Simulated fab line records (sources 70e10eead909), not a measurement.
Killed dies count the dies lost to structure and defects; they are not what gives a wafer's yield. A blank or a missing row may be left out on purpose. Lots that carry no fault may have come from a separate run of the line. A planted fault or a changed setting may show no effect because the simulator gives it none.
Which of the tools did it? ; flow nandHarc ; 12 lots, 36 wafers sampled, at 5 steps of a route of 1159

WHAT EACH GAUGE READ, for each wafer
NHARC_A_M0_INSPECT_27.
lot;measured;on;rawDefectCount
L076;day 17 20:33;defectInspect-02;490 544 616
L079;day 18 02:26;defectInspect-01;511 756 303
L080;day 18 13:17;defectInspect-01;268 532 432
L081;day 19 03:36;defectInspect-01;418 344 449
L083;day 19 19:03;defectInspect-01;624 655 554
L086;day 20 19:17;defectInspect-02;537 355 529
L087;day 21 02:44;defectInspect-01;590 730 546
L090;day 21 17:49;defectInspect-02;459 467 385
L088;day 21 21:20;defectInspect-01;822 536 1242
L092;day 22 13:34;defectInspect-02;369 377 335
L096;day 22 14:06;defectInspect-02;472 479 632
L097;day 23 16:35;defectInspect-01;804 539 1022

WHICH TOOL RAN EACH LOT (tool, then ch and the chambers of the sampled wafers, then the start)
lot;NHARC_A_CONTACT_ETCH_125;NHARC_A_CONTACT_ETCH_131;NHARC_A_BLC_PVD_32;NHARC_A_M0_PRE_CLEAN_29
L076;harCapEtch-03 ch 0,1, day 16 19:46;harCapEtch-03 ch 0,1, day 16 20:37;pvdSputter-03, day 17 20:33 or earlier;pvdSputter-03, day 17 20:33 or earlier
L079;harCapEtch-03 ch 0, day 17 08:30;harCapEtch-03 ch 0, day 17 09:22;pvdSputter-01, day 18 02:26 or earlier;pvdSputter-02, day 18 02:26 or earlier
L080;harCapEtch-03 ch 0,1, day 17 14:02;harCapEtch-03 ch 0,1, day 17 14:53;pvdSputter-01, day 18 13:17 or earlier;pvdSputter-03, day 18 13:17 or earlier
L081;harCapEtch-01 ch 0,1, day 18 07:07;harCapEtch-01 ch 0,1, day 18 07:57;pvdSputter-03, day 19 03:36 or earlier;pvdSputter-01, day 19 03:36 or earlier
L083;harCapEtch-02 ch 0,1, day 18 19:50;harCapEtch-02 ch 0,1, day 18 20:59;pvdSputter-01, day 19 19:03 or earlier;pvdSputter-01, day 19 19:03 or earlier
L086;harCapEtch-02 ch 1, day 19 23:04;harCapEtch-02 ch 1, day 20 00:35;pvdSputter-03, day 20 19:17 or earlier;pvdSputter-01, day 20 19:17 or earlier
L087;harCapEtch-03 ch 0,1, day 20 04:12;harCapEtch-03 ch 0,1, day 20 05:04;pvdSputter-02, day 21 02:44 or earlier;pvdSputter-01, day 21 02:44 or earlier
L090;harCapEtch-01 ch 0,1, day 20 17:18;harCapEtch-01 ch 0,1, day 20 18:09;pvdSputter-01, day 21 17:49 or earlier;pvdSputter-01, day 21 17:49 or earlier
L088;harCapEtch-01 ch 0,1, day 20 20:40;harCapEtch-01 ch 0,1, day 20 21:31;pvdSputter-02, day 21 21:20 or earlier;pvdSputter-02, day 21 21:20 or earlier
L092;harCapEtch-02 ch 0,1, day 21 08:37;harCapEtch-02 ch 0,1, day 21 09:46;pvdSputter-02, day 22 13:34 or earlier;pvdSputter-03, day 22 13:34 or earlier
L096;harCapEtch-02 ch 0,1, day 21 12:22;harCapEtch-02 ch 0,1, day 21 13:29;pvdSputter-03, day 22 14:06 or earlier;pvdSputter-03, day 22 14:06 or earlier
L097;harCapEtch-02 ch 0,1, day 22 14:11;harCapEtch-02 ch 0,1, day 22 15:02;pvdSputter-01, day 23 16:35 or earlier;pvdSputter-03, day 23 16:35 or earlier
- NHARC_A_CONTACT_ETCH_125: etches the open film in C4F8/O2/Ar, time 155 s, target depth 956 nm.
- NHARC_A_CONTACT_ETCH_131: etches the open film in C4F8/O2/Ar, time 155 s, target depth 956 nm.
- NHARC_A_BLC_PVD_32: deposits Ti, target thk 5 nm, time 17.7 s.
- NHARC_A_M0_PRE_CLEAN_29: time 30 s.

THE ANSWER, worked out from the rows above alone
Rule: the lots themselves supply what counts as usual. The widest of any qualifying gaps counts: lots, ordered by their means at a reading, are off when they make up no more than a third of the lots, leave a main group of 4 or more, and stand apart from it by 3 or more times the standard deviation of that group's means. The tables above print the reading to a certain number of digits; a main group whose means all agree to those digits is not used. Also off: a lot with no number at a reading for which 4 or more lots have one. All remaining lots with rows at the step are treated as sound.
Across all readings shown, no lot is off: no conclusion can be drawn from this.

WHAT HAD BEEN PUT IN BY THE SIMULATOR
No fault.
